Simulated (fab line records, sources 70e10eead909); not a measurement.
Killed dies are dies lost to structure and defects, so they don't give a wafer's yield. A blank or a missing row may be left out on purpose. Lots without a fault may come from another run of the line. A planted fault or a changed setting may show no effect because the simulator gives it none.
fab line records | flow nand_harc | part 2 of 2: steps 5 to 6 of 6
record lots=18 wafers=54 last_day=34
route steps=1302 shown A_STAIRCASE@672
lots that met no fault: from a run of the same line without faults
start_h: hours from the record's first day to the start of the lot's first wafer shown | wait_h: hours since the lot's step before | " the same as in the row above | L1.1+2: a row that stands for several wafers | - no value, or no start given | * or withheld: withheld | < > ~ a bound
route shown NAME@n: a module of which the file shows steps, and the number in the route of the first | usual: mean/standard deviation of fault-free wafers | same: alike in all rows | chamber/n: place in a boat | sites: the reading at each site | _std_site: their standard deviation | _edge_site: outer sites' mean less inner sites' | radius_mm: how far each site lies from the wafer's centre | mask NAME#n: copy n | behind: the tool/chamber that last shaped the wafer | hold: why the lot was held/for how many hours/how that ended | device: the transistor (n, p or np) that didn't switch | end of line: the same wafers' tests at the end of the route | a step without rows: its recipe alone | killed: dies lost to structure and defects at the first sort, not the wafer's yield | map: a wafer's dies, x killed, . not, _ none there
set.NAME: the setting as run; set.NAME@STEP: as run at that earlier step | model.NAME: the simulator's own value behind a step, which no gauge read
steps of the route over a sample of lots; a table a step, a row a wafer
services: from which hour (start_h, from the record's first day; less than 0 if before it) a tool's chamber was out of use, for how many hours, and why
## steps
# step NHARC_A_STAIRCASE_DESCUM_219
# recipe time_s=3 o2_flow_sccm=200 ar_flow_sccm=0 bias_power_w=0 chemistry=O2
# usual drypump_motor_current_A=5.6/0.39 o2_flow_sccm=200.1/0.58 oes_product_au=1.001/0.0087 rf_vpp_V=57.7/0.89 showerhead_plenum_p_Torr=1.89/0.089 throttle_valve_pct=11.310/0.0088
# columns lot.wafer tool chamber start_h wait_h drypump_motor_current_A o2_flow_sccm oes_product_au rf_hours_counter_h rf_vpp_V showerhead_plenum_p_Torr throttle_valve_pct
L074.3 rie_diel-05 3 363.87 - 5.1 199.9 0.996 44 58.0 1.97 11.305
L074.6 " 3 " " 5.2 200.2 1.007 - 58.3 1.97 11.312
L074.5 " 0 " " 5.6 201.2 0.999 - 58.2 2.06 11.305
L076.2 rie_diel-01 3 378.58 - 5.1 200.2 1.003 51 57.8 1.89 11.316
L076.6 " 3 " " 5.1 199.5 0.992 - 57.9 1.89 11.305
L076.5 " 0 " " 5.4 199.6 0.991 - 58.0 1.93 11.309
L077.3 rie_diel-05 2 379.37 - 6.4 200.5 0.989 51 57.3 1.78 11.322
L077.2 " 3 " " 5.1 199.6 1.011 49 57.5 1.97 11.315
L077.5 " 3 " " 5.2 199.3 1.001 - 57.8 1.97 11.305
L078.1 rie_diel-13 2 392.45 - 5.6 199.7 0.997 7 57.7 1.89 11.304
L078.5 " 1 " " 5.5 199.8 0.987 - 55.9 1.85 11.323
L078.6 " 2 " " 5.6 200.1 1.009 - 58.8 1.89 11.314
L079.1 rie_diel-13 1 420.44 - 5.5 199.4 0.996 26 57.7 1.85 11.311
L079.5 " 1 " " 5.5 199.7 1.009 - 59.7 1.85 11.308
L079.6 " 2 " " 5.6 200.6 1.012 - 57.3 1.88 11.301
L081.3 rie_diel-05 2 427.24 - 6.5 200.5 0.995 2 56.8 1.78 11.302
L081.2 " 3 " " 5.2 199.0 1.010 2 58.7 1.97 11.313
L081.4 " 0 " " 5.6 199.8 1.014 2 59.3 2.06 11.293
L082.1 rie_diel-13 0 453.76 - 5.3 200.2 0.984 36 57.0 1.79 11.304
L082.2 " 1 " " 5.5 199.9 0.996 37 58.5 1.84 11.307
L082.4 " 1 " " 5.5 200.4 0.997 - 56.8 1.85 11.314
L083.2 rie_diel-13 1 456.61 - 5.6 200.0 0.993 39 58.3 1.84 11.313
L083.1 " 3 " " 5.7 199.9 0.999 30 59.2 1.87 11.307
L083.3 " 0 " " 5.3 200.2 0.997 37 57.9 1.79 11.308
L085.3 rie_diel-13 0 472.67 - 5.3 200.2 1.000 42 56.8 1.79 11.321
L085.2 " 2 " " 5.6 200.8 0.997 30 56.7 1.88 11.315
L085.6 " 1 " " 5.6 200.4 0.993 - 57.8 1.84 11.290
L086.2 rie_diel-13 0 473.19 - 5.3 200.7 0.988 43 56.2 1.79 11.310
L086.1 " 3 " " 5.7 200.8 0.984 35 58.3 1.87 11.316
L086.5 " 0 " " 5.3 200.8 0.989 - 58.0 1.79 11.317
L087.1 rie_diel-13 0 494.24 - 5.3 200.3 0.997 52 58.3 1.79 11.304
L087.3 " 1 " " 5.5 200.4 0.998 52 58.5 1.84 11.293
L087.6 " 3 " " 5.7 200.8 0.993 - 58.0 1.87 11.303
L089.2 rie_diel-13 2 508.07 - 5.7 200.4 0.999 42 57.0 1.88 11.305
L089.6 " 3 " " 5.7 200.7 0.998 - 57.8 1.87 11.305
L089.5 " 0 " " 5.3 199.0 0.986 - 56.5 1.79 11.299
L090.2 rie_diel-13 0 540.69 - 5.3 200.3 1.008 7 58.0 1.78 11.305
L090.6 " 1 " " 5.5 200.4 0.998 - 57.8 1.84 11.325
L090.5 " 2 " " 5.6 200.8 1.011 - 57.6 1.87 11.309
L092.2 rie_diel-01 3 549.39 - 5.0 200.6 1.001 49 58.5 1.88 11.309
L092.4 " 0 " " 5.4 200.7 1.013 53 57.9 1.91 11.308
L092.1 " 1 " " 6.2 199.7 0.987 45 58.5 2.03 11.299
L094.4 rie_diel-05 3 565.78 - 5.2 200.3 1.003 41 57.6 1.96 11.311
L094.1 " 0 " " 5.6 200.8 1.014 44 58.1 2.04 11.306
L094.5 " 1 " " 5.3 199.6 1.000 - 56.3 1.80 11.308
L095.2 rie_diel-05 2 567.30 - 6.5 199.6 0.996 49 57.9 1.77 11.306
L095.5 " 3 " " 5.2 199.6 1.007 - 58.6 1.96 11.312
L095.6 " 0 " " 5.6 200.5 1.013 - 56.8 2.04 11.298
L096.4 rie_diel-01 2 585.18 - 6.0 200.2 1.001 6 57.5 2.02 11.296
L096.1 " 0 " " 5.4 199.3 1.002 7 57.5 1.91 11.316
L096.3 " 1 " " 6.2 200.8 1.007 7 58.6 2.02 11.309
L097.1 rie_diel-13 1 600.80 - 5.5 200.6 1.003 27 59.1 1.83 11.304
L097.2 " 0 " " 5.3 200.0 0.996 31 57.9 1.77 11.308
L097.5 " 1 " " 5.5 200.7 0.996 - 57.6 1.83 11.299
# step NHARC_A_STAIRCASE_DESCUM_252
# recipe time_s=3 o2_flow_sccm=200 ar_flow_sccm=0 bias_power_w=0 chemistry=O2
# usual drypump_motor_current_A=5.6/0.4 o2_flow_sccm=199.9/0.58 oes_product_au=1.001/0.0094 rf_vpp_V=57.6/0.86 showerhead_plenum_p_Torr=1.89/0.089 throttle_valve_pct=11.311/0.009
# columns lot.wafer tool chamber start_h wait_h drypump_motor_current_A o2_flow_sccm oes_product_au rf_hours_counter_h rf_vpp_V showerhead_plenum_p_Torr throttle_valve_pct
L074.3 rie_diel-13 1 368.28 - 5.5 198.7 0.989 9 57.8 1.85 11.326
L074.6 " 1 " " 5.5 199.0 0.988 - 58.9 1.85 11.319
L074.5 " 2 " " 5.6 199.6 0.995 - 57.0 1.89 11.307
L076.2 rie_diel-05 0 382.45 - 5.6 200.6 1.010 43 58.6 2.06 11.306
L076.5 " 2 " " 6.5 200.9 0.997 - 56.7 1.78 11.305
L076.6 " 3 " " 5.2 199.9 1.010 - 57.6 1.97 11.303
L077.3 rie_diel-13 3 383.06 - 5.7 200.6 0.993 6 57.9 1.88 11.318
L077.2 " 1 " " 5.5 198.7 1.002 12 58.5 1.85 11.326
L077.5 " 2 " " 5.6 200.2 1.012 - 57.7 1.89 11.298
L078.1 rie_diel-01 0 396.51 - 5.4 199.9 1.009 2 57.3 1.93 11.332
L078.6 " 2 " " 6.0 200.3 1.001 - 57.4 2.04 11.315
L078.5 " 3 " " 5.1 199.4 1.005 - 57.6 1.89 11.329
L079.1 rie_diel-13 2 424.92 - 5.6 200.9 1.016 21 57.2 1.88 11.305
L079.5 " 3 " " 5.7 200.1 1.008 - 57.1 1.88 11.310
L079.6 " 0 " " 5.3 199.8 0.992 - 55.5 1.79 11.320
L081.2 rie_diel-01 2 430.94 - 6.0 200.0 1.011 14 58.0 2.04 11.289
L081.3 " 3 " " 5.1 200.1 1.010 16 55.0 1.89 11.317
L081.4 " 0 " " 5.4 199.4 1.013 15 58.4 1.92 11.313
L082.1 rie_diel-05 2 458.22 - 6.5 200.0 0.990 19 57.9 1.77 11.303
L082.4 " 3 " " 5.2 200.3 1.012 13 57.7 1.96 11.306
L082.2 " 1 " " 5.3 199.9 1.001 18 57.0 1.81 11.321
L083.3 rie_diel-13 0 460.68 - 5.3 200.3 0.996 38 56.0 1.79 11.312
L083.2 " 1 " " 5.6 199.9 0.989 40 56.8 1.84 11.312
L083.1 " 3 " " 5.7 199.2 0.991 30 57.6 1.87 11.318
L085.3 rie_diel-13 1 477.08 - 5.5 200.0 0.989 45 58.1 1.84 11.311
L085.2 " 2 " " 5.7 199.5 1.006 31 57.8 1.88 11.317
L085.6 " 1 " " 5.5 199.7 0.988 - 57.7 1.84 11.314
L086.1 rie_diel-05 1 477.47 - 5.3 199.4 1.004 22 58.3 1.81 11.316
L086.2 " 3 " " 5.2 198.8 1.003 17 57.3 1.96 11.299
L086.5 " 2 " " 6.5 200.6 0.995 - 56.6 1.77 11.319
L087.1 rie_diel-13 0 497.80 - 5.3 199.4 0.998 53 57.9 1.79 11.321
L087.3 " 1 " " 5.5 200.2 0.995 53 57.3 1.84 11.304
L087.6 " 1 " " 5.5 200.3 0.996 - 57.4 1.84 11.312
L089.2 rie_diel-05 2 511.61 - 6.5 198.7 0.981 31 56.2 1.77 11.324
L089.6 " 2 " " 6.5 200.1 0.987 - 55.5 1.77 11.309
L089.5 " 3 " " 5.2 199.5 1.009 - 57.3 1.96 11.301
L090.2 rie_diel-13 3 544.35 - 5.7 199.6 1.008 5 57.9 1.86 11.316
L090.5 " 2 " " 5.7 199.9 1.008 - 58.2 1.87 11.316
L090.6 " 3 " " 5.7 200.0 1.011 - 57.2 1.86 11.313
L092.2 rie_diel-01 0 553.06 - 5.3 201.2 1.002 54 58.7 1.91 11.318
L092.1 " 1 " " 6.2 199.2 0.995 46 56.8 2.02 11.319
L092.4 " 2 " " 6.0 200.6 1.002 52 57.7 2.03 11.315
L094.4 rie_diel-05 3 569.44 - 5.2 199.4 1.011 42 57.4 1.95 11.313
L094.1 " 2 " " 6.4 200.0 1.004 50 57.0 1.76 11.302
L094.5 " 3 " " 5.2 199.1 1.012 - 58.8 1.95 11.317
L095.2 rie_diel-05 2 571.64 - 6.4 201.0 0.991 50 57.9 1.76 11.310
L095.5 " 1 " " 5.3 201.2 1.001 - 57.5 1.80 11.319
L095.6 " 2 " " 6.4 200.1 0.986 - 56.8 1.77 11.301
L096.1 rie_diel-01 2 589.22 - 6.0 200.5 0.993 7 59.1 2.02 11.311
L096.3 " 1 " " 6.2 200.0 1.000 9 57.7 2.02 11.319
L096.4 " 0 " " 5.4 198.8 0.990 - 59.2 1.91 11.315
L097.2 rie_diel-01 3 605.06 - 5.0 200.1 1.005 7 59.0 1.88 11.307
L097.1 " 0 " " 5.4 199.4 1.008 11 57.0 1.90 11.309
L097.5 " 3 " " 5.0 200.4 1.006 - 56.4 1.87 11.300
## services
# columns tool chamber start_h hours kind
rie_diel-13 - 342.18 9.0 pm
rie_diel-13 0 342.18 9.0 vent_cycle
rie_diel-13 1 342.18 9.0 vent_cycle
rie_diel-13 2 342.18 9.0 vent_cycle
rie_diel-13 3 342.18 9.0 vent_cycle
rie_diel-13 0 351.18 - clean
rie_diel-13 0 351.18 - consumable_replace:focus_ring
rie_diel-13 1 351.18 - clean
rie_diel-13 1 351.18 - consumable_replace:focus_ring
rie_diel-13 2 353.03 8.5 repair
rie_diel-13 3 356.16 5.9 repair
rie_diel-13 - 362.98 1.1 repair
rie_diel-01 1 370.55 30.6 repair
rie_diel-01 - 380.95 9.0 pm
rie_diel-05 - 406.63 9.0 pm
rie_diel-01 - 431.97 0.4 repair
rie_diel-13 2 445.07 16.4 repair
rie_diel-01 3 452.02 15.6 repair
rie_diel-13 0 499.96 6.0 repair
rie_diel-05 3 519.22 5.4 repair
rie_diel-13 - 520.19 9.0 pm
rie_diel-01 - 557.95 9.0 pm
rie_diel-05 - 583.68 9.0 pm
rie_diel-01 3 587.32 13.6 repair
